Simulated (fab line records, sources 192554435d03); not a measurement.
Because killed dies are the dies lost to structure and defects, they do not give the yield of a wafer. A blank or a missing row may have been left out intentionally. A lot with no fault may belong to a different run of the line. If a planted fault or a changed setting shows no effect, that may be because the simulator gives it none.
Chamber matching ; flow n5-finfet ; N5_MOL_CONTACT_COAG_ALD_131 on ald-sin-04: 4 sister chambers
The step deposits SiO2, target thk 5 nm, pulse time 1 s, co reactant pulse time 1 s. 8 wafers are shown with their chamber, then 12 later ones without.

WAFERS WITH THEIR CHAMBER
wafer;chamber;heater-power-w (W);precursor-pulse-height-rel
L082.2;1;79;1.015
L087.4;2;95;0.983
L087.5;0;72;1.044
L088.1;2;92;1.001
L088.5;3;72;1.004
L089.1;1;75;1.033
L089.5;3;72;0.998
L089.6;0;73;1.039

WAFERS MISSING THEIR CHAMBER
wafer;heater-power-w (W);precursor-pulse-height-rel
L092.1;95;1.022
L092.3;73;0.995
L092.4;77;1.006
L093.1;74;1.024
L093.2;73;0.975
L093.3;94;1.019
L093.4;77;1.026
L093.5;73;0.968
L093.6;78;1.010
L096.2;71;1.048
L096.4;79;1.034
L096.5;72;0.999

CHAMBER TAKEN BY EACH
wafer;from the rows above;in truth
L092.1;2;2
L092.3;3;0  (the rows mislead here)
L092.4;can't be placed: 1 or 3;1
L093.1;can't be placed: 1 or 0 or 3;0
L093.2;3;3
L093.3;2;2
L093.4;1;1
L093.5;3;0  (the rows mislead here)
L093.6;can't be placed: 1 or 3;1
L096.2;0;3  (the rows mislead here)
L096.4;1;1
L096.5;3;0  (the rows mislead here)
5 of 12 placed correctly. Can't be placed from these rows: 3 (the true chamber is among the candidates in 3). Wrongly placed: 4.
How it was worked out, from the rows above alone: a wafer's distance from a chamber is the root of the sum, over the readings, of the square of ((its reading less the chamber's mean) divided by the reading's scatter). The wafer belongs to the nearest chamber; if the next one is less than 2 further off, it can't be placed. The mean given for a chamber averages the wafers shown for that chamber. How the scatter is found: for the shown wafers, subtract from each reading the mean of its chamber, square and add these, divide the total by (wafers less chambers), then take the root.
